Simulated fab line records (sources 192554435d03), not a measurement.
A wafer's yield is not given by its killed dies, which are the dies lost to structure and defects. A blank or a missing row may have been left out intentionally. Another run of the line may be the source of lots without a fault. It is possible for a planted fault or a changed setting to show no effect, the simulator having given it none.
Lot-split experiment    flow n5 finfet    21 wafers read from 7 lots, route of 1938 steps

== ON THE SPLIT ==
At N5_BEOL_M2_DESCUM_16 (chemistry O2, time 7 s), the setting time s was moved away from the recipe's 7 s on 8 of the 21 wafers read, by -13.1% to +21.9%. All remaining wafers had this setting at the recipe value.

The reading is taken at the split's own step.

== THE READING ==
CAR-EUV_of_BEOL_M2_COAT_05.thk nm (the simulator's own value, which no gauge read), in nm, at N5_BEOL_M2_DESCUM_16 (chemistry O2, time 7 s). No usual value for it is given in the file. Average 26.0 nm, standard deviation 0.12 nm, over the 13 wafers here run with the recipe.

wafer   tool, chamber at the split  time s as run, s  against the recipe  CAR-EUV_of_BEOL_M2_COAT_05.thk nm, nm  against lot-mates on the recipe
L077.2  rie diel-01, 2              6.2               -11.4%              26.6                                   +0.4
L077.4  rie diel-01, 0,1            7                 recipe              26.2                                   -
L077.6  rie diel-01, 0,1            7                 recipe              26.2                                   -
L081.2  rie diel-05, 2,0,3          7                 recipe              26                                     -
L081.5  rie diel-05, 2,0,3          7                 recipe              26                                     -
L081.6  rie diel-05, 2,0,3          7                 recipe              26                                     -
L082.4  rie diel-05, 2              7                 recipe              26.2                                   -
L082.5  rie diel-05, 3,0            6.084             -13.1%              26.6                                   +0.4
L082.6  rie diel-05, 3,0            6.084             -13.1%              26.6                                   +0.4
L087.1  rie diel-05, 2              8.534             +21.9%              25.4                                   -0.7
L087.4  rie diel-05, 1              7                 recipe              26                                     -
L087.6  rie diel-05, 2              7                 recipe              26.2                                   -
L086.1  rie diel-05, 3              7                 recipe              25.8                                   -
L086.3  rie diel-05, 0,2            6.094             -12.9%              26.4                                   +0.6
L086.6  rie diel-05, 0,2            6.094             -12.9%              26.4                                   +0.6
L090.2  rie diel-05, 2,1,2          7                 recipe              26                                     -
L090.3  rie diel-05, 2,1,2          7                 recipe              26                                     -
L090.6  rie diel-05, 2,1,2          7                 recipe              26                                     -
L095.1  rie diel-01, 3              7                 recipe              26                                     -
L095.3  rie diel-01, 2,0            7.655             +9.4%               25.6                                   -0.4
L095.4  rie diel-01, 2,0            7.655             +9.4%               25.6                                   -0.4
Rows listing several chambers each stand for several wafers; the file does not say which wafer went through which chamber.

THE FIT
A straight line over all 21 wafers: CAR-EUV_of_BEOL_M2_COAT_05.thk nm changes by -0.0359 nm for each +1% of time s; r = -0.93; the points scatter about the line by 0.12 nm.
The same after taking each lot's own level away (the mean of its wafers on the recipe; 21 wafers): -0.0364 nm for each +1%; r = -0.98; scatter 0.065 nm.
According to that fit, moving time s by its largest amount changes the reading by 0.8 nm.
Across the lots, their own levels run from 25.80 to 26.20 nm, a range of 3.5 times the standard deviation given above.
Hence the lot-to-lot level has little effect on the slope; both slopes agree.
Check: -0.863 nm against its lot-mates is what the line predicts for one of the wafers moved furthest among these (+21.9%) when that wafer is left out of the fit. Against them it came out at -0.7 nm.

== THESE WAFERS: OTHER SPLITS ==
Before the reading, these wafers also passed through other splits. Each is held against what the fit with the lots' levels taken away leaves over:
other split on the same wafers  wafers away from the commonest value  r with CAR-EUV_of_BEOL_M2_COAT_05.thk nm (lot level and that fit taken away)
N5_BEOL_M1_COAT_73 temp c       6                                     +0.29

== THE FILE'S OWN FIT ==
CAR-EUV_of_BEOL_M2_COAT_05.thk nm changes by -0.0353 nm for each +1% of time s, r = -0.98.
